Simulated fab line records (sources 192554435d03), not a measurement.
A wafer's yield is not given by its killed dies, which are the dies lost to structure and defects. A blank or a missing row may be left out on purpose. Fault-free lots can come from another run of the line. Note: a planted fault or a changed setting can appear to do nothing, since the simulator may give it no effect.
Chamber matching :: flow n5_finfet :: rie_diel-05 running N5_BEOL_M12_ETCH_59: 4 sister chambers
The step etches BARC in N2/H2, target depth 89 nm, overetch 26.7 nm, time 67.9 s. 4 wafers are shown with their chamber, then 11 later ones without.

## EACH WAFER AND ITS CHAMBER
wafer: L080.5
chamber: 2
throttle_valve_pct (%): 17.90

wafer: L086.6
chamber: 3
throttle_valve_pct (%): 17.62

wafer: L091.6
chamber: 1
throttle_valve_pct (%): 18.24

wafer: L087.1
chamber: 0
throttle_valve_pct (%): 17.48

## WAFERS MISSING THEIR CHAMBER
wafer: L087.2
throttle_valve_pct (%): 17.91

wafer: L087.6
throttle_valve_pct (%): 17.47

wafer: L088.1
throttle_valve_pct (%): 17.91

wafer: L088.5
throttle_valve_pct (%): 17.48

wafer: L088.6
throttle_valve_pct (%): 17.61

wafer: L094.1
throttle_valve_pct (%): 18.27

wafer: L094.3
throttle_valve_pct (%): 17.51

wafer: L094.4
throttle_valve_pct (%): 17.64

wafer: L097.2
throttle_valve_pct (%): 17.64

wafer: L097.3
throttle_valve_pct (%): 17.93

wafer: L097.6
throttle_valve_pct (%): 17.95

## EACH ONE'S CHAMBER
wafer: L087.2
from the rows above: 2
in truth: 2

wafer: L087.6
from the rows above: 0
in truth: 0

wafer: L088.1
from the rows above: 2
in truth: 2

wafer: L088.5
from the rows above: 0
in truth: 0

wafer: L088.6
from the rows above: 3
in truth: 3

wafer: L094.1
from the rows above: 1
in truth: 1

wafer: L094.3
from the rows above: 0
in truth: 0

wafer: L094.4
from the rows above: 3
in truth: 3

wafer: L097.2
from the rows above: 3
in truth: 3

wafer: L097.3
from the rows above: 2
in truth: 2

wafer: L097.6
from the rows above: 2
in truth: 2
Correct placement for 11 of the 11. Can't be placed from these rows: 0. Placed wrongly: 0.
How it was worked out, from the rows above alone: a wafer's distance from a chamber is the root of the sum, over the readings, of the square of ((its reading less the chamber's mean) divided by the reading's scatter). If the next closest chamber is less than 2 further off than the closest, the wafer can't be placed; otherwise it belongs to the closest. Each chamber's mean is taken over the wafers shown for it. The scatter: with one shown wafer a chamber, the root of the mean of the squares of how far each hidden wafer lies from its nearest shown one.
